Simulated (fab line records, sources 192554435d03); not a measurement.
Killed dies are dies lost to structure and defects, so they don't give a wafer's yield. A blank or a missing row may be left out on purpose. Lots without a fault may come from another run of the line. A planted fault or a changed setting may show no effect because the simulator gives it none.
fab line records | flow n5_finfet
record lots=9 wafers=27 last_day=18
route steps=1938 shown BEOL_M2@926 BEOL_M3@944 BEOL_M4@1111 PASSIVATION@1936
lots that met no fault: from a run of the same line without faults
start_h: hours from the record's first day to the start of the lot's first wafer shown | wait_h: hours since the lot's step before | " the same as in the row above | L1.1+2: a row that stands for several wafers | - no value, or no start given | * or withheld: withheld | < > ~ a bound
route shown NAME@n: a module of which the file shows steps, and the number in the route of the first | usual: mean/standard deviation of fault-free wafers | same: alike in all rows | chamber/n: place in a boat | sites: the reading at each site | _std_site: their standard deviation | _edge_site: outer sites' mean less inner sites' | radius_mm: how far each site lies from the wafer's centre | mask NAME#n: copy n | behind: the tool/chamber that last shaped the wafer | hold: why the lot was held/for how many hours/how that ended | device: the transistor (n, p or np) that didn't switch | end of line: the same wafers' tests at the end of the route | a step without rows: its recipe alone | killed: dies lost to structure and defects at the first sort, not the wafer's yield | map: a wafer's dies, x killed, . not, _ none there
set.NAME: the setting as run; set.NAME@STEP: as run at that earlier step | model.NAME: the simulator's own value behind a step, which no gauge read
steps of the route over a sample of lots; a table a step, a row a wafer
services: from which hour (start_h, from the record's first day; less than 0 if before it) a tool's chamber was out of use, for how many hours, and why
## steps
# step N5_BEOL_M2_CO_CAP_55
# recipe material=Co target_thk_a=20 temp_c=200 precursor=CCTBA/H2 pressure_torr=30 time_s=102.1
# usual heater_power_w=226/11
# same time_s=102.1
# columns lot.wafer tool chamber start_h wait_h heater_power_w
L722.3 cvd_co-01 2 143.75 0.0 222
L722.4 " 1 " " 204
L722.6 " 0 " " 230
L723.1 cvd_co-02 0 152.52 0.0 218
L723.3 " 2 " " 237
L723.5 " 0 " " 223
L726.3 cvd_co-01 0 173.34 0.0 228
L726.5 " 2 " " 225
L726.6 " 0 " " 239
L732.1 cvd_co-01 1 203.61 0.0 207
L732.4 " 2 " " 230
L732.6 " 0 " " 228
L736.1 cvd_co-01 1 238.50 0.0 211
L736.3 " 1 " " 207
L736.6 " 0 " " 238
L737.3 cvd_co-02 2 242.13 0.0 234
L737.4 " 2 " " 242
L737.6 " 0 " " 219
L738.2 cvd_co-01 0 244.47 0.0 232
L738.4 " 2 " " 220
L738.6 " 1 " " 205
L739.2 cvd_co-01 1 262.04 0.0 215
L739.4 " 1 " " 209
L739.5 " 0 " " 228
L744.2 cvd_co-02 2 274.43 0.0 245
L744.4 " 2 " " 238
L744.6 " 0 " " 220
# step N5_BEOL_M3_CD_MEAS_11
# recipe target_cd_nm=17.05 landing_energy_ev=500 detector=se_inlens polarity=opening
# usual cd_nm=17.08/0.23
# same landing_energy_ev=500
# columns lot.wafer tool chamber start_h wait_h cd_nm
L722.3 cd_sem-03 0 145.41 - 17.13
L722.4 " 0 " " 16.87
L722.6 " 0 " " 17.43
L723.1 cd_sem-03 0 153.53 - 17.13
L723.3 " 0 " " 17.08
L723.5 " 0 " " 17.27
L726.3 cd_sem-02 0 175.28 - 17.27
L726.5 " 0 " " 17.33
L726.6 " 0 " " 17.40
L732.1 cd_sem-02 0 205.22 - 17.31
L732.4 " 0 " " 17.33
L732.6 " 0 " " 16.93
L736.1 cd_sem-01 0 241.23 - 17.00
L736.3 " 0 " " 16.70
L736.6 " 0 " " 17.06
L737.3 cd_sem-01 0 244.49 - 16.88
L737.4 " 0 " " 16.90
L737.6 " 0 " " 17.08
L738.2 cd_sem-02 0 245.98 - 17.34
L738.4 " 0 " " 16.94
L738.6 " 0 " " 17.41
L739.2 cd_sem-01 0 262.89 - 16.71
L739.4 " 0 " " 17.36
L739.5 " 0 " " 17.29
L744.2 cd_sem-02 0 275.24 - 16.85
L744.4 " 0 " " 16.95
L744.6 " 0 " " 17.32
# step N5_BEOL_M3_ETCH_64
# recipe chemistry=N2/H2 target=SOC target_depth_a=750 overetch_a=150 mask_material=SiARC temp_c=40 time_s=112.5 ion_energy_ev=200 pressure_mtorr=30 source_w=840 bias_w=150 n2_flow_sccm=200 h2_flow_sccm=200
# usual drypump_motor_current_A=5.81/0.24 oes_product_au=0.62/0.069 rf_vpp_V=524.5/2.4 showerhead_plenum_p_Torr=2.57/0.082 throttle_valve_pct=17.8/0.34
# same time_s=112.5
# columns lot.wafer tool chamber start_h wait_h drypump_motor_current_A oes_product_au rf_hours_counter_h rf_vpp_V showerhead_plenum_p_Torr throttle_valve_pct
L722.3 rie_diel-03 2 145.61 0.0 5.70 0.71 37 528.2 2.70 17.4
L722.4 " 3 " " 5.45 0.64 108 521.7 2.48 18.1
L722.6 " 0 " " 5.63 0.73 - 525.7 2.62 17.8
L723.1 rie_diel-05 3 153.74 0.0 5.63 0.72 15 524.9 2.58 17.6
L723.3 " 2 " " 6.07 0.57 189 520.8 2.44 18.2
L723.5 " 2 " " 6.05 0.56 - 521.7 2.44 18.2
L726.3 rie_diel-05 1 175.56 0.0 5.94 0.55 207 525.0 2.63 18.2
L726.5 " 3 " " 5.63 0.70 - 525.5 2.58 17.6
L726.6 " 1 " " 5.92 0.55 - 525.5 2.63 18.2
L732.1 rie_diel-03 1 205.43 0.0 6.34 0.57 173 527.0 2.64 17.5
L732.4 " 0 " " 5.59 0.70 45 525.0 2.61 17.9
L732.6 " 1 " " 6.32 0.57 - 525.8 2.64 17.5
L736.1 rie_diel-06 3 241.52 0.0 5.85 0.67 74 523.3 2.46 17.3
L736.3 " 1 " " 5.41 0.59 173 527.3 2.64 18.0
L736.6 " 3 " " 5.86 0.66 - 521.4 2.46 17.3
L737.3 rie_diel-06 1 244.71 0.0 5.44 0.59 175 527.5 2.64 18.0
L737.4 " 3 " " 5.87 0.66 75 520.4 2.46 17.3
L737.6 " 3 " " 5.88 0.66 - 522.1 2.46 17.3
L738.2 rie_diel-05 1 246.20 0.0 5.90 0.54 230 524.9 2.62 18.2
L738.4 " 1 " " 5.94 0.54 - 525.5 2.62 18.2
L738.6 " 2 " " 6.05 0.55 - 520.6 2.42 18.2
L739.2 rie_diel-05 3 263.76 0.0 5.65 0.67 47 525.1 2.57 17.7
L739.4 " 1 " " 5.92 0.54 236 524.7 2.61 18.2
L739.5 " 1 " " 5.90 0.54 - 525.8 2.61 18.2
L744.2 rie_diel-05 2 280.56 0.0 6.05 0.54 229 519.2 2.42 18.2
L744.4 " 0 " " 5.62 0.69 31 525.4 2.59 17.4
L744.6 " 1 " " 5.92 0.54 - 526.4 2.61 18.2
# step N5_BEOL_M3_STRIP_19
# recipe chemistry=O2 power_w=400 temp_c=40 pressure_mtorr=30 rf_frequency_hz=6e+07 bias_power_w=0 overash_fraction=0.2 o2_flow_sccm=225
# usual drypump_motor_current_A=5.79/0.24 oes_product_au=0.79/0.088 rf_vpp_V=3.6/0.47 showerhead_plenum_p_Torr=2.11/0.075 throttle_valve_pct=16.64/0.29
# columns lot.wafer tool chamber start_h wait_h drypump_motor_current_A oes_product_au rf_hours_counter_h rf_vpp_V showerhead_plenum_p_Torr throttle_valve_pct
L722.3 rie_diel-05 3 145.90 0.1 5.65 0.93 12 3.4 2.13 16.45
L722.4 " 2 " " 6.06 0.71 187 4.3 1.98 16.86
L722.6 " 3 " " 5.64 0.92 - 4.3 2.13 16.44
L723.1 rie_diel-05 1 154.02 0.1 5.91 0.71 198 3.9 2.19 17.07
L723.3 " 2 " " 6.11 0.71 189 2.9 1.98 16.87
L723.5 " 0 " " 5.63 0.67 - 3.5 2.13 16.52
L726.3 rie_diel-05 0 175.93 0.1 5.65 1.00 0 4.3 2.13 16.07
L726.5 " 1 " " 5.92 0.70 - 4.2 2.18 17.08
L726.6 " 0 " " 5.64 1.02 - 3.4 2.13 16.07
L732.1 rie_diel-05 1 205.71 0.1 5.92 0.70 217 3.4 2.18 17.10
L732.4 " 2 " " 6.11 0.70 - 4.1 1.98 16.92
L732.6 " 1 " " 5.91 0.69 - 3.5 2.18 17.10
L736.1 rie_diel-03 0 241.90 0.2 5.60 0.88 56 2.7 2.15 16.57
L736.3 " 2 " " 5.71 0.86 67 3.8 2.22 16.34
L736.6 " 2 " " 5.71 0.87 - 2.9 2.22 16.35
L737.3 rie_diel-06 1 244.99 0.1 5.40 0.76 175 3.3 2.19 16.83
L737.4 " 2 " " 5.85 0.74 185 3.4 2.09 16.89
L737.6 " 1 " " 5.39 0.75 - 3.8 2.19 16.81
L738.2 rie_diel-03 2 246.59 0.2 5.72 0.87 69 3.3 2.22 16.34
L738.4 " 0 " " 5.59 0.88 57 3.6 2.15 16.59
L738.6 " 0 " " 5.62 0.89 - 3.2 2.15 16.59
L739.2 rie_diel-03 2 264.34 0.4 5.70 0.85 76 3.8 2.21 16.35
L739.4 " 0 " " 5.61 0.87 - 3.3 2.15 16.60
L739.5 " 2 " " 5.72 0.86 - 4.5 2.21 16.36
L744.2 rie_diel-03 1 283.80 0.4 6.35 0.70 197 4.3 2.18 16.49
L744.4 " 0 " " 5.61 0.85 74 3.5 2.14 16.62
L744.6 " 2 " " 5.71 0.83 - 3.0 2.21 16.37
# step N5_BEOL_M3_CD_MEAS_18
# recipe pitch_nm=36 target_cd_nm=18
# usual cd_nm=18.1/0.37
# columns lot.wafer tool chamber start_h wait_h cd_nm
L722.3 cd_sem-01 - 145.97 0.1 18.1
L722.4 " - " " 17.5
L722.6 " - " " 18.2
L723.1 cd_sem-01 - 154.09 0.0 18.4
L723.3 " - " " 17.9
L723.5 " - " " 18.0
L726.3 cd_sem-03 - 176.00 0.1 18.6
L726.5 " - " " 18.4
L726.6 " - " " 18.1
L732.1 cd_sem-03 - 205.78 0.0 19.4
L732.4 " - " " 19.2
L732.6 " - " " 19.0
L736.1 cd_sem-01 - 241.97 0.0 18.8
L736.3 " - " " 18.3
L736.6 " - " " 18.7
L737.3 cd_sem-03 - 245.06 0.1 17.7
L737.4 " - " " 18.3
L737.6 " - " " 17.7
L738.2 cd_sem-01 - 246.67 0.1 17.8
L738.4 " - " " 18.0
L738.6 " - " " 17.7
L739.2 cd_sem-01 - 264.41 0.1 18.0
L739.4 " - " " 17.7
L739.5 " - " " 18.0
L744.2 cd_sem-03 - 283.87 0.1 17.5
L744.4 " - " " 17.3
L744.6 " - " " 17.6
# step N5_BEOL_M4_RC_MEAS_101
# usual DIBL_N=36.0/2 DIBL_P=36.2/2.2 IOFF_N=0.16/0.034 IOFF_P=0.21/0.04 ION_N=675/12 ION_P=463/7.2 SS_N=71.6/0.6 SS_P=73.3/0.67 VT_N=250/3 VT_P=-251/3.4
# columns lot.wafer tool chamber start_h wait_h DIBL_N[mV/V] DIBL_P[mV/V] IOFF_N[nA/um] IOFF_P[nA/um] ION_N[uA/um] ION_P[uA/um] SS_N[mV/dec] SS_P[mV/dec] VT_N[mV] VT_P[mV]
L722.3 prober-02 0 169.71 0.3 37.7 36.6 0.17 0.21 670 452 72.3 74.3 251 -252
L722.4 " 0 " " 35.6 34.6 0.12 0.18 662 457 72.2 73.1 253 -255
L722.6 " 0 " " 35.6 34.4 0.14 0.18 650 451 71.8 73.6 250 -256
L723.1 prober-01 0 178.60 0.0 38.6 39.1 0.22 0.26 692 468 71.6 73.7 248 -250
L723.3 " 0 " " 37.0 37.7 0.19 0.24 684 467 71.2 73.8 246 -248
L723.5 " 0 " " 36.2 36.8 0.18 0.22 683 464 71.8 73.9 245 -250
L726.3 prober-02 0 198.35 0.3 35.2 35.2 0.14 0.18 681 460 71.1 73.5 251 -251
L726.5 " 0 " " 36.7 36.1 0.16 0.18 673 455 71.7 72.3 251 -254
L726.6 " 0 " " 34.6 35.2 0.13 0.17 665 461 70.6 72.1 250 -252
L732.1 prober-02 0 234.64 0.0 35.9 37.2 0.18 0.21 686 464 71.9 73.5 248 -253
L732.4 " 0 " " 36.1 37.2 0.19 0.22 687 464 71.7 73.9 248 -251
L732.6 " 0 " " 36.6 37.4 0.19 0.22 688 462 72.1 73.7 248 -252
L737.3 prober-01 0 268.27 0.3 35.6 35.2 0.16 0.23 679 463 71.4 73.3 251 -246
L737.4 " 0 " " 39.0 39.3 0.24 0.31 697 477 72.2 74.0 246 -245
L737.6 " 0 " " 35.0 34.8 0.16 0.22 673 461 71.5 73.1 249 -247
L736.1 prober-02 0 268.85 0.0 34.6 34.6 0.13 0.19 669 464 71.6 72.6 253 -252
L736.3 " 0 " " 37.4 38.7 0.17 0.25 674 462 72.4 74.2 249 -248
L736.6 " 0 " " 34.8 35.9 0.13 0.21 665 458 72.0 73.4 253 -250
L738.2 prober-01 0 269.60 0.2 37.9 38.1 0.19 0.26 691 474 72.3 73.6 248 -245
L738.4 " 0 " " 37.9 37.8 0.19 0.26 697 472 72.0 73.1 245 -245
L738.6 " 0 " " 36.9 36.9 0.17 0.23 681 464 71.6 73.2 248 -249
L739.2 prober-02 0 279.87 0.2 34.0 35.0 0.12 0.19 664 466 70.8 73.1 256 -253
L739.4 " 0 " " 35.0 35.1 0.13 0.19 669 453 71.7 73.5 253 -253
L739.5 " 0 " " 33.0 33.5 0.11 0.17 653 459 70.2 72.1 256 -252
L744.2 prober-01 0 311.77 0.2 39.8 39.3 0.24 0.29 696 470 72.4 74.2 243 -246
L744.4 " 0 " " 35.9 36.6 0.17 0.23 690 464 71.0 72.5 247 -247
L744.6 " 0 " " 35.3 35.1 0.15 0.21 669 467 71.4 72.7 251 -252
# step N5_PASSIVATION_PROBE_49
# usual defect_limited_yield=91.5/1.5 killed_at_M0_to_M3=33/10 killed_at_M4_up=15/6.4 killed_at_contacts=12/5.4 killed_at_front_end=38/9.8 killed_at_other=4/3.1 killed_dies=101/18 killed_open=67/14 killed_short=33/7.9 sort_bin_5_function=5.0/1 sort_bin_6_memory=3.2/0.67 sort_n_pass=1079/18 sort_yield_pct=91.5/1.5
# same gross_dies=1180 killed_at_back_side=0 sort_bin_4_leakage[%]=0 sort_bin_8_speed[%]=0
# columns lot.wafer tool chamber start_h wait_h defect_limited_yield[%] killed_at_M0_to_M3 killed_at_M4_up killed_at_contacts killed_at_front_end killed_at_other killed_dies killed_open killed_short sort_bin_5_function[%] sort_bin_6_memory[%] sort_n_pass sort_yield_pct[%]
L732.1 prober-01 - 350.56 0.0 93.4 25 12 6 23 12 78 48 30 3.8 2.5 1102 93.4
L732.4 prober-01 - 350.71 0.2 91.6 22 21 12 39 5 99 59 38 4.8 2.9 1081 91.6
L732.6 prober-01 - 350.81 0.3 92.5 21 8 14 41 4 88 60 27 4.7 2.5 1092 92.5
# killed by level:class
L732.1 FIN_SAQP:geometric_particle:short=8 BEOL_M1:geometric_particle:open=7 PASS1_CAP:geometric_particle:short=6 MOL_CONTACT_COAG:geometric_particle:open=5 BEOL_M0_SAQP:geometric_particle:short=5 BEOL_M4:geometric_particle:open=5 PASS1_CAP:geometric_particle:open=5 DUMMY_GATE:geometric_particle:open=4
L732.4 MOL_CONTACT_COAG:geometric_particle:open=9 BEOL_M4:geometric_particle:open=7 FIN_SAQP:geometric_particle:short=5 GATE_CUT:geometric_particle:open=5 BEOL_M0_SAQP:geometric_particle:short=5 BEOL_M0_SAQP:geometric_particle:open=5 BEOL_M5:geometric_particle:open=5 GATE_CUT:geometric_particle:short=4
L732.6 FIN_SAQP:geometric_particle:open=15 MOL_CONTACT_COAG:geometric_particle:open=11 FIN_SAQP:geometric_particle:short=7 BEOL_M1:geometric_particle:open=6 STI_FIN_REVEAL:geometric_particle:open=4 GATE_CUT:geometric_particle:short=4 BEOL_M3:geometric_particle:open=4 MOL_CONTACT_COAG:geometric_particle:short=3
## services
# columns tool chamber start_h hours kind
cvd_co-01 - 120.11 5.2 repair
rie_diel-03 2 120.54 4.1 repair
rie_diel-05 0 154.46 - clean
rie_diel-05 0 154.46 - consumable_replace:focus_ring
rie_diel-05 0 154.46 21.4 scheduled_down
rie_diel-05 0 154.46 21.4 vent_cycle
rie_diel-03 - 157.42 0.6 repair
rie_diel-03 3 181.91 13.3 repair
rie_diel-05 3 199.25 6.7 repair
rie_diel-05 - 215.61 0.7 repair
cvd_co-01 2 231.13 12.4 repair
rie_diel-05 3 239.24 9.6 repair
rie_diel-06 2 252.13 10.8 repair
rie_diel-06 0 256.55 7.3 repair
rie_diel-06 1 257.61 3.4 repair
rie_diel-03 1 264.32 8.9 repair
rie_diel-05 - 264.84 14.6 pm
## key
first_sign step=N5_BEOL_M3_CD_MEAS_18 reading=cd_nm direction=up sigmas=3.1 usual=18.1 struck=19.2
effect none on later readings
met_at N5_BEOL_M3_ETCH_64
struck_lots L732
not_acting_at N5_BEOL_M2_CO_CAP_55,N5_BEOL_M3_CD_MEAS_11,N5_BEOL_M3_STRIP_19
onset_between 145.61 205.43
fault kind=process_parameter_drift tool=rie_diel-03 chamber=- onset_h=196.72 steps=N5_BEOL_M3_ETCH_64 channel=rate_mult offset=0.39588 shape=step end_h=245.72
